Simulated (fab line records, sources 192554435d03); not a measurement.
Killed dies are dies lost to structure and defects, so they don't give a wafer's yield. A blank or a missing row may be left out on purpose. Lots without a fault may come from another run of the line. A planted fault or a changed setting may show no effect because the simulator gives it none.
Problem report in the 8D (eight disciplines) form, filled by code | flow n5_finfet | the parts of the form that need people (team, actions taken, sign-off) are left out

1. THE PROBLEM
killed_at_other at N5_PASSIVATION_PROBE_49 reads a mean of 1059 on 3 wafers of 2 lots; wafers without a fault read 3 with a standard deviation of 3. That is +99 or more standard deviations from the usual mean.
First seen on wafer L617.3, day 15 07:40, on prober-02. The record holds 26 wafers of 10 lots with a number at this step. Rule for "out", or "out of limits": more than 4 standard deviations from the usual mean. The other wafers with a number count as sound.

2. WHAT IT IS AND WHAT IT IS NOT
question                    | is                                                                                                                  | is not
which readings at this step | killed_at_other, defect_limited_yield, killed_dies, killed_on_rim, sort_bin_5_function, sort_n_pass, sort_yield_pct | killed_at_M0_to_M3, killed_at_contacts, killed_at_front_end, killed_short, sort_bin_6_memory
which lots                  | L617, L620                                                                                                          | L611, L613, L624, L626, L628, L629, L630, L631
which wafers of those lots  | L617.3, L617.6, L620.3                                                                                              | L620.2
read on which tools         | prober-02                                                                                                           | prober-01
when                        | from day 15 07:40                                                                                                   | up to then (5 sound wafers); but 18 sound wafers of L620, L624, L626, L628, L629, L630, L631 came after

3. SUSPECTS, AND WHAT RULES EACH OUT
Counting: a tool at a process step up to the reading stays a suspect if it ran every lot that is out. Sound lots after the first of them don't rule it out here, since some wafers of a struck lot are sound.
- rie_diel-02 at N5_PASSIVATION_DESCUM_32 (chemistry O2, time 7.9 s): kept. It ran every lot that is out, first L617 (day 15 02:27); its last sound lot up to then is L611 (day 12 12:15).
- rie_diel-01 at N5_PASSIVATION_ETCH_54 (etches SiO2 in CHF3/O2, target depth 880 nm, time 440 s): kept. It ran every lot that is out, first L617 (day 15 04:45); its last sound lot up to then is L613 (day 13 02:15).
- prober-02 at N5_PASSIVATION_PROBE_49: kept. It ran every lot that is out, first L617 (day 15 07:40); its last sound lot up to then is L611 (day 12 17:08). Its own readings are out on those wafers: defect_limited_yield, killed_at_other, killed_dies, killed_on_rim, sort_bin_5_function, sort_n_pass, sort_yield_pct.
- Within rie_diel-02 at N5_PASSIVATION_DESCUM_32: the wafers that are out ran in chambers 0, 3; their sound lot-mates ran in chamber 2.
- Within rie_diel-01 at N5_PASSIVATION_ETCH_54: the wafers that are out ran in chambers 2, 3; their sound lot-mates ran in chamber 0.
Left after counting: rie_diel-02 at N5_PASSIVATION_DESCUM_32, rie_diel-01 at N5_PASSIVATION_ETCH_54, prober-02 at N5_PASSIVATION_PROBE_49.

4. THE CAUSE (what the simulator had put in)
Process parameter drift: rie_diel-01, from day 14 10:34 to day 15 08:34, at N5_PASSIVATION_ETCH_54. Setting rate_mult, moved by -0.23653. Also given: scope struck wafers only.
Counting left 3 suspects, and this tool is among them.

5. THE CHAIN OF EFFECTS, in route order
Each row: a reading whose mean over the struck wafers that have a number lies more than 3 standard deviations from the usual. Only readings for which the record gives a usual standard deviation are gone through. hours: the time from each lot's start at the first step in this table that gives one to its start at this step, as a median over the lots. sigmas: the change in usual standard deviations.
hours | step                    | reading              | usual  | on struck wafers | change | sigmas
0     | N5_PASSIVATION_PROBE_49 | defect_limited_yield | 91.0 % | 0.0              | -91.0  | -61
0     | N5_PASSIVATION_PROBE_49 | killed_at_other      | 3      | 1059             | +1056  | +99 or more
0     | N5_PASSIVATION_PROBE_49 | killed_dies          | 106    | 1180             | +1074  | +60
0     | N5_PASSIVATION_PROBE_49 | killed_on_rim        | 14     | 152              | +138   | +34
0     | N5_PASSIVATION_PROBE_49 | sort_bin_5_function  | 5.2 %  | 95.1             | +89.9  | +94
0     | N5_PASSIVATION_PROBE_49 | sort_n_pass          | 1074   | 0                | -1074  | -60
0     | N5_PASSIVATION_PROBE_49 | sort_yield_pct       | 91.0 % | 0.0              | -91.0  | -61
The process steps in it:
- N5_PASSIVATION_PROBE_49

6. WHAT WOULD HAVE CAUGHT IT SOONER
In this record the first reading out of limits was taken at day 15 07:40, 21 hours after the fault began at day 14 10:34.
Of the tool readings at N5_PASSIVATION_ETCH_54 for which the record gives a usual standard deviation, none was out on any struck wafer, so an alarm limit of 4 standard deviations on them would not have fired.
All the lots that are out (2) had begun N5_PASSIVATION_ETCH_54 on rie_diel-01 by day 15 07:40. A hold on the tool at that time would have spared none of them.
